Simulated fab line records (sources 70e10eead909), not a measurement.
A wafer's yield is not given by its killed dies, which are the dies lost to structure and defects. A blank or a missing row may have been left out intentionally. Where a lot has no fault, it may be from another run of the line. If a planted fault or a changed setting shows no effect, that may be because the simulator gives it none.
Matching of chambers	flow nand-harc	NHARC_THIN_TSV_DESCUM_14 on rie-diel-02: 4 sister chambers
The step chemistry O2, time 3 s. 4 wafers are shown with their chamber, then 7 later ones without.

## WAFERS PAIRED WITH THEIR CHAMBERS
wafer	chamber	drypump-motor-current-A (A)
L226.1	2	5.8
L226.2	1	6.4
L230.1	3	6.0
L230.3	0	5.5

## WAFERS MISSING THEIR CHAMBER
wafer	drypump-motor-current-A (A)
L230.4	6.4
L231.1	5.5
L231.3	5.9
L231.4	5.8
L229.1	5.8
L229.4	5.5
L229.6	5.5

## WHICH CHAMBER EACH WENT THROUGH
wafer	from the rows above	in truth
L230.4	1	1
L231.1	0	0
L231.3	can't be placed: 3 or 2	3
L231.4	2	2
L229.1	2	2
L229.4	0	0
L229.6	0	0
6 of 7 placed correctly. Not placeable from these rows: 1 (in 1, the candidates include the true chamber). Number placed wrongly: 0.
How it was worked out, from the rows above alone: a wafer's distance from a chamber is the root of the sum, over the readings, of the square of ((its reading less the chamber's mean) divided by the reading's scatter). The wafer belongs to the nearest chamber; if the next one is less than 2 further off, it can't be placed. For every chamber, the mean is computed from those of its wafers that are shown. The scatter (one wafer shown for each chamber): square how far every hidden wafer sits from the nearest shown wafer, average those squares and take the square root.
